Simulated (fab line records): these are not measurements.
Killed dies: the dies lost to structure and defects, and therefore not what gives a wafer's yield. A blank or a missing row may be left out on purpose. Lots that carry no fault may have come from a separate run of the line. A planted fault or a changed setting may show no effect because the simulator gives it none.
Chamber matching | flow nand harc | NHARC_A_STAIRCASE_DESCUM_252 on rie diel-13: 4 sister chambers
The step chemistry O2, time 3 s. 4 wafers are shown with their chamber, then 8 later ones without.

## EACH WAFER AND ITS CHAMBER
wafer  | chamber | drypump motor current A (A)
L084.3 | 3       | 5.43
L084.5 | 1       | 5.64
L085.2 | 0       | 5.75
L088.1 | 2       | 6.16

## WAFERS WITH NO CHAMBER GIVEN
wafer  | drypump motor current A (A)
L088.3 | 5.71
L088.6 | 5.43
L091.1 | 6.20
L091.3 | 5.73
L091.6 | 5.73
L090.1 | 6.20
L090.3 | 5.43
L090.5 | 5.47

## EACH ONE'S CHAMBER
wafer  | from the rows above     | in truth
L088.3 | can't be placed: 0 or 1 | 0
L088.6 | 3                       | 3
L091.1 | 2                       | 2
L091.3 | 0                       | 0
L091.6 | 0                       | 0
L090.1 | 2                       | 2
L090.3 | 3                       | 3
L090.5 | 3                       | 3
Correct placement for 7 of the 8. Can't be placed from these rows: 1 (the true chamber is among the candidates in 1). Wrongly placed: 0.
How it was worked out, from the rows above alone: a wafer's distance from a chamber is the root of the sum, over the readings, of the square of ((its reading less the chamber's mean) divided by the reading's scatter). If the next closest chamber is less than 2 further off than the closest, the wafer can't be placed; otherwise it belongs to the closest. For every chamber, the mean is computed from those of its wafers that are shown. The scatter (one wafer shown for each chamber): square how far every hidden wafer sits from the nearest shown wafer, average those squares and take the square root.
